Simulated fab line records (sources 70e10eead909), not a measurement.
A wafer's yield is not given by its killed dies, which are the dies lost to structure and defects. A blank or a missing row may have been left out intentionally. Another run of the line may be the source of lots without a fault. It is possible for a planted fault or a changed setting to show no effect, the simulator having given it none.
fab line records	flow nand_harc	part 1 of 2: steps 1 to 33 of 44
record: lots: 5	wafers: 15	last_day: 24
route steps=1159 shown A_ZERO_WELL@390 A_SOURCE_PLATE@413 A_ONON_D1@424
lots with no fault: from the same line, run without faults
start_h: hours from the record's opening day to when the first of the lot's shown wafers began	wait_h: time in hours since the lot's previous step	" same as the row above	L1.1+2: a row that stands for several wafers	- no value present, or no start provided	* or withheld: withheld	< > ~ a bound
route shown NAME@n: names a module that has steps shown in the file, with the first one's number in the route	usual: mean and standard deviation over wafers with no fault	same: alike in all rows	chamber/n: place in a boat	sites: each site's reading	_std_site: how widely they spread, as a standard deviation	_edge_site: inner sites' mean taken away from outer sites' mean	radius_mm: for every site, how far away it sits from the centre of the wafer	mask NAME#n: copy n	behind: tool/chamber where the wafer was last shaped	hold: why the lot went on hold/how many hours it stayed there/how the hold came to an end	device: which transistor (n, p or np) failed to switch	end of line: tests run on the same wafers once the route is complete	for a step that has no rows: nothing shown but its recipe	killed: count of dies lost to structure and defects at first sort (not the wafer's yield)	map: the dies of a wafer, with x for killed, . for not killed, _ for no die there
set.NAME: the run value of the setting; set.NAME@STEP: its run value at that earlier step	model.NAME: the simulator's own value behind a step, which no gauge read
a table for each step, a row for each wafer; lots at some steps of the route
services: a tool's chamber out of use, with start hour (start_h, from the record's first day; less than 0 if before it), hours out, and reason
== steps ==
step: NHARC_A_ZERO_WELL_PRECLEAN_00
recipe: time_s: 600	temp_c: 120	chemistry: SPM
usual: temp_c: 119.99/0.13
lot.wafer	tool	chamber	start_h	wait_h	temp_c
L076.4	wet_bench-03	5	137.94	0.1	119.89
L076.3	"	6	"	"	119.88
L076.5	"	0	"	"	120.16
L081.3	wet_bench-03	4	178.23	0.1	119.66
L081.5	"	7	"	"	119.96
L081.4	"	0	"	"	119.89
L091.5	wet_bench-05	6	240.19	0.1	119.89
L091.2	"	0	"	"	119.84
L091.6	"	1	"	"	119.96
L092.3	wet_bench-06	5	242.64	0.1	120.11
L092.1	"	0	"	"	120.20
L092.2	"	2	"	"	120.01
L095.5	wet_bench-06	4	258.23	0.1	119.90
L095.3	"	5	"	"	120.06
L095.2	"	6	"	"	120.02
step: NHARC_A_ZERO_WELL_SRD_01
lot.wafer	tool	chamber	start_h	wait_h
L076.4+3+5	wet_bench-03	5,6,0	-	-
L081.3+5+4	wet_bench-03	4,7,0	-	-
L091.5+2+6	wet_bench-05	6,0,1	-	-
L092.3+1+2	wet_bench-06	5,0,2	-	-
L095.5+3+2	wet_bench-06	4,5,6	-	-
step: NHARC_A_ZERO_WELL_DEHYDRATE_02
recipe: temp_c: 150	time_s: 120
lot.wafer	tool	chamber	start_h	wait_h
L076.3+4+5	litho_track-03	0	138.25	-
L081.3+4+5	litho_track-05	0	178.55	-
L091.2+5+6	litho_track-07	0	240.50	-
L092.1+2+3	litho_track-07	0	242.97	-
L095.2+3+5	litho_track-07	0	258.54	-
step: NHARC_A_ZERO_WELL_HMDS_03
recipe: time_s: 30
lot.wafer	tool	chamber	start_h	wait_h
L076.3+4+5	litho_track-03	0	-	-
L081.3+4+5	litho_track-05	0	-	-
L091.2+5+6	litho_track-07	0	-	-
L092.1+2+3	litho_track-07	0	-	-
L095.2+3+5	litho_track-07	0	-	-
step: NHARC_A_ZERO_WELL_COAT_18
recipe: temp_c: 200	time_s: 65
lot.wafer	tool	chamber	start_h	wait_h
L076.3+4+5	litho_track-03	0	-	-
L081.3+4+5	litho_track-05	0	-	-
L091.2+5+6	litho_track-07	0	-	-
L092.1+2+3	litho_track-07	0	-	-
L095.2+3+5	litho_track-07	0	-	-
step: NHARC_A_ZERO_WELL_COAT_04
recipe: spin_rpm: 2000	resist_thk_nm: 600
lot.wafer	tool	chamber	start_h	wait_h
L076.3+4+5	litho_track-03	0	-	-
L081.3+4+5	litho_track-05	0	-	-
L091.2+5+6	litho_track-07	0	-	-
L092.1+2+3	litho_track-07	0	-	-
L095.2+3+5	litho_track-07	0	-	-
step: NHARC_A_ZERO_WELL_SOFTBAKE_05
recipe: temp_c: 125	time_s: 70
lot.wafer	tool	chamber	start_h	wait_h
L076.3+4+5	litho_track-03	0	-	-
L081.3+4+5	litho_track-05	0	-	-
L091.2+5+6	litho_track-07	0	-	-
L092.1+2+3	litho_track-07	0	-	-
L095.2+3+5	litho_track-07	0	-	-
step: NHARC_A_ZERO_WELL_EBR_06
lot.wafer	tool	chamber	start_h	wait_h
L076.3+4+5	litho_track-03	0	-	-
L081.3+4+5	litho_track-05	0	-	-
L091.2+5+6	litho_track-07	0	-	-
L092.1+2+3	litho_track-07	0	-	-
L095.2+3+5	litho_track-07	0	-	-
step: NHARC_A_ZERO_WELL_EXPOSE_07
recipe: na: 0.55	dose_mj: 33.85	mask_id: A_ZERO
lot.wafer	tool	chamber	start_h	wait_h	mask
L076.3+4+5	krf_scanner-01	0	138.55	-	A_ZERO#0
L081.3+4+5	krf_scanner-04	0	178.72	-	A_ZERO#0
L091.2+5+6	krf_scanner-02	0	240.79	-	A_ZERO#0
L092.1+2+3	krf_scanner-04	0	243.26	-	A_ZERO#0
L095.2+3+5	krf_scanner-04	0	258.84	-	A_ZERO#0
step: NHARC_A_ZERO_WELL_PEB_08
recipe: peb_temp_c: 128	peb_time_s: 80
same: peb_time_s: 80
lot.wafer	tool	chamber	start_h	wait_h
L076.3+4+5	litho_track-03	0	138.60	0.1
L081.3+4+5	litho_track-03	0	178.78	0.1
L091.2+5+6	litho_track-07	0	240.86	0.1
L092.1+2+3	litho_track-03	0	243.33	0.1
L095.2+3+5	litho_track-05	0	258.90	0.1
step: NHARC_A_ZERO_WELL_DEVELOP_09
recipe: time_s: 50	dev_temp_c: 22
lot.wafer	tool	chamber	start_h	wait_h
L076.3+4+5	litho_track-03	0	-	-
L081.3+4+5	litho_track-03	0	-	-
L091.2+5+6	litho_track-07	0	-	-
L092.1+2+3	litho_track-03	0	-	-
L095.2+3+5	litho_track-05	0	-	-
step: NHARC_A_ZERO_WELL_CD_MEAS_10
recipe: target_cd_nm: 2000	landing_energy_ev: 500
usual: cd_nm: 1999.2/1.8
same: landing_energy_ev: 500
lot.wafer	tool	chamber	start_h	wait_h	cd_nm
L076.3	cd_sem-03	0	138.69	-	2001.0
L076.4	"	0	"	"	2000.8
L076.5	"	0	"	"	1996.9
L081.3	cd_sem-03	0	178.87	-	1998.3
L081.4	"	0	"	"	2002.1
L081.5	"	0	"	"	2000.9
L091.2	cd_sem-03	0	240.94	-	1998.6
L091.5	"	0	"	"	1997.3
L091.6	"	0	"	"	2000.9
L092.1	cd_sem-01	0	243.42	-	1999.3
L092.2	"	0	"	"	1998.4
L092.3	"	0	"	"	2000.4
L095.2	cd_sem-03	0	258.99	-	1996.0
L095.3	"	0	"	"	1998.9
L095.5	"	0	"	"	1997.4
step: NHARC_A_ZERO_WELL_HARDBAKE_11
recipe: temp_c: 118	time_s: 65
lot.wafer	tool	chamber	start_h	wait_h
L076.3+4+5	litho_track-07	0	138.77	-
L081.3+4+5	litho_track-03	0	178.95	-
L091.2+5+6	litho_track-07	0	241.02	-
L092.1+2+3	litho_track-07	0	243.50	-
L095.2+3+5	litho_track-05	0	259.06	-
step: NHARC_A_ZERO_WELL_DESCUM_12
recipe: time_s: 3	o2_flow_sccm: 200	ar_flow_sccm: 0	bias_power_w: 0	chemistry: O2
usual: drypump_motor_current_A: 5.6/0.37	o2_flow_sccm: 199.9/0.57	oes_product_au: 1.003/0.011	rf_vpp_V: 57.7/0.88	showerhead_plenum_p_Torr: 1.90/0.081	throttle_valve_pct: 11.311/0.0094
lot.wafer	tool	chamber	start_h	wait_h	drypump_motor_current_A	o2_flow_sccm	oes_product_au	rf_hours_counter_h	rf_vpp_V	showerhead_plenum_p_Torr	throttle_valve_pct
L076.3	rie_diel-11	0	138.87	-	5.1	200.1	1.022	7	58.1	1.93	11.313
L076.4	"	1	"	"	5.7	199.1	1.001	10	58.5	1.89	11.322
L076.5	"	2	"	"	5.4	200.5	1.021	-	56.9	1.79	11.320
L081.4	rie_diel-04	3	179.02	-	6.0	200.1	1.012	7	57.2	1.82	11.305
L081.3	"	1	"	"	5.2	200.3	0.984	7	57.3	1.95	11.300
L081.5	"	3	"	"	6.0	200.2	1.009	-	58.5	1.82	11.321
L091.2	rie_diel-09	0	241.12	-	5.5	201.8	1.017	10	58.7	2.03	11.291
L091.6	"	1	"	"	5.7	200.0	0.986	-	56.7	1.90	11.294
L091.5	"	2	"	"	5.7	199.6	0.992	-	57.8	1.94	11.308
L092.1	rie_diel-09	3	243.58	-	5.9	199.3	1.002	10	57.1	1.82	11.297
L092.2	"	0	"	"	5.4	199.4	1.007	10	57.2	2.03	11.315
L092.3	"	1	"	"	5.7	199.9	0.996	11	57.0	1.90	11.293
L095.2	rie_diel-04	3	259.15	-	6.0	200.2	1.012	16	57.1	1.81	11.335
L095.3	"	1	"	"	5.2	200.0	0.991	17	56.3	1.95	11.301
L095.5	"	3	"	"	6.0	199.3	1.010	-	57.2	1.81	11.311
step: NHARC_A_ZERO_WELL_ETCH_19
recipe: target_depth_a: 800	overetch_a: 240	time_s: 87.88	ion_energy_ev: 200	n2_flow_sccm: 150	h2_flow_sccm: 150	ar_flow_sccm: 0	rf_w: 400	bias_w: 150	chemistry: N2/H2
usual: drypump_motor_current_A: 5.6/0.37	n2_flow_sccm: 150.0/0.5	oes_product_au: 1.004/0.011	rf_vpp_V: 429.8/2.5	showerhead_plenum_p_Torr: 2.02/0.09	throttle_valve_pct: 14.170/0.0084
lot.wafer	tool	chamber	start_h	wait_h	drypump_motor_current_A	n2_flow_sccm	oes_product_au	rf_hours_counter_h	rf_vpp_V	showerhead_plenum_p_Torr	throttle_valve_pct
L076.4	rie_diel-11	1	138.94	0.1	5.7	150.3	1.008	10	429.5	2.01	14.176
L076.3	"	0	"	"	5.1	149.7	1.019	7	428.6	2.06	14.161
L076.5	"	1	"	"	5.7	149.8	0.994	-	431.3	2.01	14.168
L081.3	rie_diel-04	2	179.11	0.1	5.9	150.2	1.010	7	433.4	2.17	14.173
L081.4	"	1	"	"	5.2	149.7	1.001	7	430.8	2.08	14.157
L081.5	"	3	"	"	6.0	149.3	1.003	-	429.2	1.93	14.179
L091.2	rie_diel-09	2	241.18	0.1	5.7	149.5	1.003	11	430.9	2.06	14.177
L091.5	"	2	"	"	5.8	149.2	1.007	-	430.8	2.07	14.192
L091.6	"	3	"	"	5.9	149.5	1.003	-	427.9	1.94	14.159
L092.2	rie_diel-09	0	243.66	0.1	5.4	149.6	1.000	10	434.0	2.17	14.172
L092.3	"	1	"	"	5.7	150.4	0.991	11	432.3	2.02	14.152
L092.1	"	2	"	"	5.7	149.5	1.004	11	430.7	2.07	14.169
L095.3	rie_diel-04	0	259.22	0.1	4.9	149.5	1.017	17	427.5	1.90	14.161
L095.2	"	2	"	"	5.9	150.0	1.009	16	433.0	2.17	14.169
L095.5	"	0	"	"	4.8	149.4	1.011	-	426.8	1.90	14.165
step: NHARC_A_ZERO_WELL_ETCH_13
recipe: target_depth_a: 1200	time_s: 40.1	hbr_flow_sccm: 150	cl2_flow_sccm: 50	rf_w: 400	icp_w: 400	bias_w: 100	chemistry: HBr/Cl2
usual: drypump_motor_current_A: 5.7/0.56	oes_product_au: 0.998/0.0089	throttle_valve_pct: 26.405/0.01
lot.wafer	tool	chamber	start_h	wait_h	drypump_motor_current_A	oes_product_au	rf_hours_counter_h	throttle_valve_pct
L076.4	rie_si-06	3	139.07	-	5.8	1.007	1.0	26.415
L076.3	"	0	"	"	5.9	1.000	0.9	26.388
L076.5	"	2	"	"	5.7	1.009	-	26.408
L081.3	rie_si-06	3	179.22	-	5.8	1.019	1.2	26.392
L081.4	"	0	"	"	5.9	1.008	1.1	26.397
L081.5	"	3	"	"	5.8	1.008	-	26.404
L091.2	rie_si-04	3	241.30	-	6.4	1.002	1.1	26.406
L091.5	"	3	"	"	6.4	0.996	-	26.396
L091.6	"	0	"	"	6.4	0.994	-	26.392
L092.2	rie_si-02	2	243.78	-	5.6	1.002	0.1	26.400
L092.3	"	3	"	"	4.8	0.998	0.2	26.405
L092.1	"	0	"	"	5.5	0.992	0.1	26.410
L095.3	rie_si-02	3	259.34	-	4.8	0.980	0.2	26.423
L095.2	"	0	"	"	5.5	1.004	0.2	26.409
L095.5	"	3	"	"	4.8	0.989	-	26.412
step: NHARC_A_ZERO_WELL_STRIP_14
recipe: time_s: 900	temp_c: 130	chemistry: SPM
usual: temp_c: 129.99/0.12
lot.wafer	tool	chamber	start_h	wait_h	temp_c
L076.4	wet_bench-05	0	139.21	-	130.06
L076.3	"	2	"	"	130.05
L076.5	"	4	"	"	130.14
L081.5	wet_bench-03	4	179.37	-	129.86
L081.3	"	5	"	"	129.88
L081.4	"	6	"	"	129.85
L091.6	wet_bench-06	1	241.45	-	129.82
L091.2	"	2	"	"	129.92
L091.5	"	6	"	"	130.06
L092.1	wet_bench-05	6	243.94	-	129.95
L092.3	"	7	"	"	130.20
L092.2	"	2	"	"	130.15
L095.5	wet_bench-03	4	259.50	-	129.84
L095.3	"	7	"	"	129.77
L095.2	"	0	"	"	129.86
step: NHARC_A_ZERO_WELL_IMPLANT_15
recipe: energy_kev: 150	dose_cm2: 1e+13	tilt_deg: 7
lot.wafer	tool	chamber	start_h	wait_h
L076.3+4+5	implanter-01	0	139.67	0.1
L081.3+4+5	implanter-02	0	179.84	0.1
L091.2+5+6	implanter-02	0	241.89	0.1
L092.1+2+3	implanter-02	0	244.33	0.1
L095.2+3+5	implanter-02	0	259.93	0.1
step: NHARC_A_ZERO_WELL_PRECLEAN_22
recipe: time_s: 60	temp_c: 50	bath_age_min: 0	chemistry: SC1
usual: h2o2_flow_mL_min: 56.59/0.18	temp_c: 49.99/0.11
lot.wafer	tool	chamber	start_h	wait_h	h2o2_flow_mL_min	temp_c
L076.3	wet_bench-06	4	139.83	0.1	56.67	49.95
L076.4	"	5	"	"	56.78	49.81
L076.5	"	0	"	"	57.04	50.09
L081.4	wet_bench-05	5	179.99	0.1	56.63	50.01
L081.3	"	0	"	"	56.57	49.96
L081.5	"	1	"	"	56.79	50.05
L091.6	wet_bench-06	5	242.08	0.0	56.28	50.20
L091.5	"	6	"	"	56.74	49.92
L091.2	"	7	"	"	56.63	50.02
L092.1	wet_bench-03	6	244.56	0.2	56.62	50.00
L092.2	"	7	"	"	57.03	49.70
L092.3	"	0	"	"	56.82	49.82
L095.2	wet_bench-06	5	260.11	0.2	56.85	49.87
L095.3	"	6	"	"	56.88	49.89
L095.5	"	1	"	"	56.48	49.95
step: NHARC_A_ZERO_WELL_SRD_23
lot.wafer	tool	chamber	start_h	wait_h
L076.3+4+5	wet_bench-06	4,5,0	-	-
L081.4+3+5	wet_bench-05	5,0,1	-	-
L091.6+5+2	wet_bench-06	5,6,7	-	-
L092.1+2+3	wet_bench-03	6,7,0	-	-
L095.2+3+5	wet_bench-06	5,6,1	-	-
step: NHARC_A_ZERO_WELL_RTA_16
recipe: temp_c: 1000	time_s: 10
usual: lamp_power_pct: 34.5/0.84	wafer_temp_C_max: 1006.3/1.3
lot.wafer	tool	chamber	start_h	wait_h	lamp_power_pct	wafer_temp_C_max
L076.3	rtp_anneal-01	0	140.02	-	35.5	1007.7
L076.4	"	0	"	"	35.4	1006.3
L076.5	"	0	"	"	35.4	1008.3
L081.3	rtp_anneal-01	0	180.19	-	35.3	1007.8
L081.4	"	0	"	"	35.4	1005.4
L081.5	"	0	"	"	35.4	1006.8
L091.2	rtp_anneal-02	0	242.24	-	33.7	1005.1
L091.5	"	0	"	"	33.7	1004.1
L091.6	"	0	"	"	33.8	1005.4
L092.1	rtp_anneal-02	0	244.68	-	33.7	1005.6
L092.2	"	0	"	"	33.8	1005.4
L092.3	"	0	"	"	33.7	1009.0
L095.2	rtp_anneal-01	0	260.28	-	35.4	1007.0
L095.3	"	0	"	"	35.4	1005.7
L095.5	"	0	"	"	35.3	1006.8
step: NHARC_A_ZERO_WELL_INSPECT_17
usual: raw_defect_count: 12/6.1
lot.wafer	tool	chamber	start_h	wait_h	raw_defect_count
L076.3	defect_inspect-01	-	140.16	0.1	25
L076.4	"	-	"	"	13
L076.5	"	-	"	"	23
L081.3	defect_inspect-01	-	180.33	0.1	13
L081.4	"	-	"	"	11
L081.5	"	-	"	"	7
L091.2	defect_inspect-01	-	242.41	0.1	6
L091.5	"	-	"	"	14
L091.6	"	-	"	"	6
L092.1	defect_inspect-01	-	244.88	0.2	6
L092.2	"	-	"	"	6
L092.3	"	-	"	"	6
L095.2	defect_inspect-01	-	260.45	0.1	17
L095.3	"	-	"	"	13
L095.5	"	-	"	"	18
step: NHARC_A_SOURCE_PLATE_PRECLEAN_00
recipe: time_s: 60	chemistry: HF-LAST
lot.wafer	tool	chamber	start_h	wait_h
L076.4+3+5	wet_bench-01	7,0,1	140.23	0.1
L081.5+3+4	wet_bench-09	4,6,1	180.38	0.0
L091.5+2+6	wet_bench-02	2,3,4	242.47	0.0
L092.2+1+3	wet_bench-01	0,1,4	244.93	0.1
L095.3+5+2	wet_bench-02	2,3,5	260.50	0.1
step: NHARC_A_SOURCE_PLATE_SRD_01
lot.wafer	tool	chamber	start_h	wait_h
L076.4+3+5	wet_bench-01	7,0,1	-	-
L081.5+3+4	wet_bench-09	4,6,1	-	-
L091.5+2+6	wet_bench-02	2,3,4	-	-
L092.2+1+3	wet_bench-01	0,1,4	-	-
L095.3+5+2	wet_bench-02	2,3,5	-	-
step: NHARC_A_SOURCE_PLATE_OXIDE_02
recipe: target_thk_a: 100	temp_c: 900	ox_time_s: 1362	material: SiO2
lot.wafer	tool	chamber	start_h	wait_h
L076.3+4+5	furnace-08	0	144.86	-
L081.3+4+5	furnace-01	0	183.38	-
L091.2+5+6	furnace-08	0	245.78	-
L092.1+2+3	furnace-08	0	245.78	-
L095.2+3+5	furnace-08	0	263.81	-
step: NHARC_A_SOURCE_PLATE_THK_MEAS_09
recipe: thk_meas_gauge: ellipsometry
usual: thk_nm: 9.7/1
lot.wafer	tool	chamber	start_h	wait_h	thk_nm
L076.3	film_metro-01	-	148.92	0.4	9.5
L076.4	"	-	"	"	10.3
L076.5	"	-	"	"	10.1
L081.3	film_metro-01	-	187.41	0.4	10.2
L081.4	"	-	"	"	8.4
L081.5	"	-	"	"	10.7
L091.2	film_metro-02	-	249.82	0.4	9.6
L091.5	"	-	"	"	9.2
L091.6	"	-	"	"	10.0
L092.1	film_metro-01	-	249.83	0.4	10.3
L092.2	"	-	"	"	8.4
L092.3	"	-	"	"	9.8
L095.2	film_metro-01	-	267.84	0.4	10.9
L095.3	"	-	"	"	10.1
L095.5	"	-	"	"	8.5
step: NHARC_A_SOURCE_PLATE_PVD_04
recipe: target_thk_a: 500	material: WSi2
lot.wafer	tool	chamber	start_h	wait_h
L076.4+3+5	pvd_sputter-03	-	148.97	0.1
L081.4+3+5	pvd_sputter-02	-	187.46	0.1
L092.2+1+3	pvd_sputter-03	-	249.90	0.1
L091.2+5+6	pvd_sputter-02	-	249.91	0.1
L095.2+3+5	pvd_sputter-03	-	267.91	0.1
step: NHARC_A_SOURCE_PLATE_CVD_03
recipe: target_thk_a: 2000	temp_c: 620	pressure_mtorr: 200	time_s: 4000	material: poly-Si
lot.wafer	tool	chamber	start_h	wait_h
L076.3+4+5	lpcvd_poly-04	0	151.48	-
L081.3+4+5	lpcvd_poly-01	0	190.16	-
L091.2+5+6	lpcvd_poly-01	0	252.57	-
L092.1+2+3	lpcvd_poly-01	0	252.57	-
L095.2+3+5	lpcvd_poly-04	0	270.40	-
step: NHARC_A_SOURCE_PLATE_ANNEAL_05
recipe: temp_c: 850	time_s: 1800
lot.wafer	tool	chamber	start_h	wait_h
L076.3+4+5	furnace-01	0	159.33	4.7
L081.3+4+5	furnace-07	0	197.85	4.6
L091.2+5+6	furnace-01	0	258.90	3.2
L092.1+2+3	furnace-01	0	258.90	3.2
L095.2+3+5	furnace-08	0	278.05	4.5
step: NHARC_A_SOURCE_PLATE_THK_MEAS_06
recipe: thk_meas_gauge: ellipsometry
usual: thk_nm: 200.7/2.1
lot.wafer	tool	chamber	start_h	wait_h	thk_nm
L076.3	film_metro-01	-	163.25	0.4	199.8
L076.4	"	-	"	"	202.4
L076.5	"	-	"	"	198.8
L081.3	film_metro-02	-	201.78	0.4	200.4
L081.4	"	-	"	"	201.8
L081.5	"	-	"	"	201.4
L092.1	film_metro-02	-	262.89	0.4	200.4
L092.2	"	-	"	"	200.4
L092.3	"	-	"	"	204.2
L091.2	film_metro-01	-	262.89	0.4	202.9
L091.5	"	-	"	"	201.2
L091.6	"	-	"	"	200.0
L095.2	film_metro-01	-	282.00	0.4	202.4
L095.3	"	-	"	"	201.4
L095.5	"	-	"	"	201.1
step: NHARC_A_SOURCE_PLATE_INSPECT_08
usual: raw_defect_count: 59/23
lot.wafer	tool	chamber	start_h	wait_h	raw_defect_count
L076.3	defect_inspect-02	-	163.33	0.0	63
L076.4	"	-	"	"	47
L076.5	"	-	"	"	54
L081.3	defect_inspect-02	-	201.84	0.0	115
L081.4	"	-	"	"	62
L081.5	"	-	"	"	113
L092.1	defect_inspect-02	-	262.95	0.0	23
L092.2	"	-	"	"	28
L092.3	"	-	"	"	29
L091.2	defect_inspect-01	-	262.95	0.0	49
L091.5	"	-	"	"	61
L091.6	"	-	"	"	112
L095.2	defect_inspect-01	-	282.11	0.0	75
L095.3	"	-	"	"	95
L095.5	"	-	"	"	65
step: NHARC_A_ONON_D1_DEP_00
recipe: target_thk_a: 10000	n2_flow_sccm: 2750	n2o_flow_sccm: 2000	nh3_flow_sccm: 500	sih4_flow_sccm: 210	temp_c: 400
usual: n2_flow_sccm: 2749/7.3
lot.wafer	tool	chamber	start_h	wait_h	n2_flow_sccm
L076.3	pecvd_onon-02	0	163.51	0.2	2751
L076.4	"	0	"	"	2748
L076.5	"	0	"	"	2754
L081.3	pecvd_onon-02	0	202.02	0.2	2765
L081.4	"	0	"	"	2758
L081.5	"	0	"	"	2756
L092.1	pecvd_onon-01	0	263.02	0.1	2748
L092.2	"	0	"	"	2748
L092.3	"	0	"	"	2749
L091.2	pecvd_onon-02	0	263.07	0.1	2743
L091.5	"	0	"	"	2739
L091.6	"	0	"	"	2750
L095.2	pecvd_onon-02	0	282.23	0.1	2748
L095.3	"	0	"	"	2753
L095.5	"	0	"	"	2747
step: NHARC_A_ONON_D1_THK_MEAS_02
recipe: thk_meas_gauge: ellipsometry
usual: thk_nm: 1001/9.9
lot.wafer	tool	chamber	start_h	wait_h	thk_nm
L076.3	film_metro-01	-	163.90	-	993
L076.4	"	-	"	"	996
L076.5	"	-	"	"	994
L081.3	film_metro-02	-	202.42	-	1014
L081.4	"	-	"	"	1011
L081.5	"	-	"	"	1012
L092.1	film_metro-01	-	263.52	-	978
L092.2	"	-	"	"	976
L092.3	"	-	"	"	979
L091.2	film_metro-02	-	263.53	-	1004
L091.5	"	-	"	"	1005
L091.6	"	-	"	"	1005
L095.2	film_metro-01	-	282.68	-	1015
L095.3	"	-	"	"	1014
L095.5	"	-	"	"	1016
